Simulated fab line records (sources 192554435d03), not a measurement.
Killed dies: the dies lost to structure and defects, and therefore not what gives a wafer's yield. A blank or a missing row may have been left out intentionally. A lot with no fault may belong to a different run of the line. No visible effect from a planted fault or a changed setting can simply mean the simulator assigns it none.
Matching of chambers	flow n5Finfet	rieDiel-05 running N5_SD_EPI_P_DESCUM_14: 4 sister chambers
The step chemistry O2, time 7.9 s. 20 wafers are shown with their chamber, then 10 later ones without.

== WAFERS PAIRED WITH THEIR CHAMBERS ==
wafer	chamber	showerheadPlenumPTorr (Torr)	drypumpMotorCurrentA (A)	throttleValvePct (%)
L076.1	0	2.21	5.8	20.65
L076.3	3	2.10	5.8	20.46
L076.5	0	2.21	5.8	20.68
L077.2	0	2.20	5.8	20.67
L077.5	0	2.21	5.8	20.66
L077.6	1	2.10	5.5	20.51
L084.1	3	2.09	5.8	20.48
L084.5	0	2.20	5.8	20.68
L084.6	3	2.09	5.8	20.50
L089.1	0	2.20	5.8	20.70
L089.2	1	2.09	5.6	20.57
L089.3	3	2.09	5.9	20.49
L089.4	2	2.10	5.3	20.39
L089.5	3	2.09	5.9	20.49
L089.6	0	2.20	5.8	20.69
L092.1	1	2.09	5.6	20.56
L092.2	3	2.09	5.8	20.52
L092.3	0	2.19	5.8	20.70
L094.2	2	2.10	5.2	20.42
L094.4	3	2.09	5.8	20.50

SIGNATURES (means of the wafers above)
reading	chamber 0	chamber 1	chamber 2	chamber 3	scatter within a chamber
showerheadPlenumPTorr	2.2025	2.0933	2.1000	2.0914	0.0056
drypumpMotorCurrentA	5.800	5.567	5.250	5.829	0.0403
throttleValvePct	20.6788	20.5467	20.4050	20.4914	0.0208
Rule: for each reading, subtract the chamber's mean from the wafer's reading, divide by that reading's scatter and square the result; add these up over the readings and take the root, which gives the wafer's distance from the chamber. The wafer belongs to the nearest chamber; if the next one is less than 2 further off, it can't be placed. The scatter: the root of (the sum of the squares of (reading less its chamber's mean) over the shown wafers, divided by (wafers less chambers)).

== WAFERS WHOSE CHAMBER IS MISSING ==
wafer	showerheadPlenumPTorr (Torr)	drypumpMotorCurrentA (A)	throttleValvePct (%)
L094.5	2.10	5.2	20.42
L095.2	2.08	5.6	20.57
L095.3	2.09	5.8	20.51
L095.4	2.19	5.8	20.73
L097.1	2.08	5.6	20.56
L097.2	2.19	5.8	20.72
L097.3	2.09	5.3	20.41
L097.4	2.08	5.8	20.51
L097.5	2.19	5.8	20.72
L097.6	2.08	5.6	20.57

== WHICH CHAMBER EACH WENT THROUGH ==
wafer	from the rows above	in truth
L094.5	2	2
L095.2	1	1
L095.3	3	3
L095.4	0	0
L097.1	1	1
L097.2	0	0
L097.3	2	2
L097.4	3	3
L097.5	0	0
L097.6	1	1
Correctly placed: 10 of 10. Left unplaced by these rows: 0. Placed wrongly: 0.
